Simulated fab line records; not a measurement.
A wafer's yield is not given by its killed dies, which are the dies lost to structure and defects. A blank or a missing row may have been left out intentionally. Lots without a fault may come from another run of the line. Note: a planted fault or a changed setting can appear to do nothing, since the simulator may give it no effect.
A struck lot beside a sound one	flow n5-finfet	16 steps out of a route of 1938
Sound: the wafers L125.1, L125.2, L125.4. Struck: wafer L121.3. (L121.1, L121.6 of the same lot were not struck and are left out.) The cause comes at the end.
Each step with rows lists, per side, the tool, then ch with its chambers, then its first start. Under that, the readings that differ: sound wafers	struck wafers	difference of the means	sigmas: that difference in standard deviations of wafers without a fault.
alike: a reading whose means differ by less than 2 such deviations, as well as words and numbers matching on both sides. not compared: withheld readings; readings where some wafer has no value; bounds like >300 that might hide an equal value; numbers whose values overlap and for which the record gives no deviation.
A row with sigmas, a row that says differs or no value, or rows on one side alone: a step with any of these is where the two part. When numbers do not overlap yet have no deviation, they are printed without sigmas and do not part them. A reading missing from all wafers of one side parts the sides only when that side holds two or more wafers.

first, 8 steps without rows for these wafers: N5_FIN_SAQP_COAT_49 (time 60 s, resist thk 100 nm); N5_FIN_SAQP_COAT_50 (time 60 s, resist thk 35 nm); N5_FIN_SAQP_COAT_10 (resist thk 90 nm); N5_FIN_SAQP_EBR_12; N5_FIN_SAQP_SOFTBAKE_11 (time 60 s); N5_FIN_SAQP_EXPOSE_13 (exposes mask FIN CORE, target cd 35.6 nm); N5_FIN_SAQP_PEB_14 (peb time 60 s); N5_FIN_SAQP_DEVELOP_15 (develop time 30 s).
N5_FIN_SAQP_CD_MEAS_16: target cd 35.6 nm.
  sound on cd-sem-02 ch 0, day 7 03:38; struck on cd-sem-01 ch 0, day 6 05:08
  alike: cd-nm
N5_FIN_SAQP_OVL_MEAS_17:
  sound on overlay-01 ch 0, day 7 03:41; struck on overlay-01 ch 0, day 6 05:11
  alike: FIN_CORE_OVL
N5_FIN_SAQP_INSPECT_18: inspects for defects (brightfield).
  struck on defect-inspect-01, day 6 05:12; sound on defect-inspect-02, day 7 03:42
  alike: raw-defect-count
N5_FIN_SAQP_DESCUM_21: chemistry O2, time 7.9 s.
  sound on rie-diel-02 ch 1,2,3, day 7 03:51; struck on rie-diel-06 ch 2, day 6 05:14
reading	sound	struck	difference	sigmas
rf-hours-counter-h (h)	33 111 45	10	-53	
rf-vpp-V (V)	241.9 243.2 242.7	246.7	+4.1	+3
throttle-valve-pct (%)	20.54 20.44 20.42	19.90	-0.57	-2
  alike: drypump-motor-current-A, oes-product-au, showerhead-plenum-p-Torr
N5_FIN_SAQP_ETCH_51: etches SiARC in CF4, target depth 45.5 nm, time 75.8 s.
  sound on rie-diel-02 ch 1,2,3, day 7 03:53; struck on rie-diel-06 ch 2, day 6 05:16
reading	sound	struck	difference	sigmas
etch-rf-on-time-s (s)	75.7 74.5 75.3	114.6	+39.4	+22
rf-hours-counter-h (h)	33 111 45	10	-53	
rf-vpp-V (V)	181.0 182.9 184.5	186.3	+3.5	+3
showerhead-plenum-p-Torr (Torr)	2.09 2.15 2.18	2.28	+0.14	+2
  alike: drypump-motor-current-A, oes-product-au, throttle-valve-pct
N5_FIN_SAQP_ETCH_52: etches SOC in N2/H2, target depth 100 nm, overetch 20 nm, time 150 s.
  sound on rie-diel-02 ch 1,2,3, day 7 03:56; struck on rie-diel-06 ch 2, day 6 05:20
reading	sound	struck	difference	sigmas
rf-hours-counter-h (h)	33 111 45	10	-53	
showerhead-plenum-p-Torr (Torr)	2.48 2.58 2.58	2.71	+0.16	+2
  alike: drypump-motor-current-A, oes-product-au, rf-vpp-V, throttle-valve-pct
-- record jumps: 6 days separate the struck wafers' starts on either side; left off in module FIN_SAQP, taken up again in module BEOL_M4, whose first shown step is the route's number 1111 --
N5_BEOL_M4_RC_MEAS_101:
  sound on prober-01 ch 0, day 13 14:28; struck on prober-02 ch 0, day 12 00:14
reading	sound	struck	difference	sigmas
DIBL_P (mV/V)	38.4 37.9 38.8	32.9	-5.5	-2
  alike: DIBL_N, IOFF_N, IOFF_P, ION_N, ION_P, SS_N, SS_P, VT_N, VT_P
-- here the record skips 4 days between the struck wafers' starts before and after, leaving off in module BEOL_M4 and picking up in module PASSIVATION (first step shown: number 1936 of the route) --
N5_PASSIVATION_PROBE_49:
  struck on prober-01, day 16 09:22; sound on prober-01, day 17 20:56
  alike: defect-limited-yield, killed_at_M0_to_M3, killed_at_M4_up, killed-at-contacts, killed-at-front-end, killed-at-other, killed-dies, killed-open, killed-short, sort_bin_5_function, sort_bin_6_memory, sort-n-pass, sort-yield-pct

== WHERE THEY PART ==
At N5_FIN_SAQP_DESCUM_21 first; at N5_BEOL_M4_RC_MEAS_101 last (within this record only). Later steps at which nothing parts them and some readings are alike: N5_PASSIVATION_PROBE_49.

WHY: what the simulator had put in
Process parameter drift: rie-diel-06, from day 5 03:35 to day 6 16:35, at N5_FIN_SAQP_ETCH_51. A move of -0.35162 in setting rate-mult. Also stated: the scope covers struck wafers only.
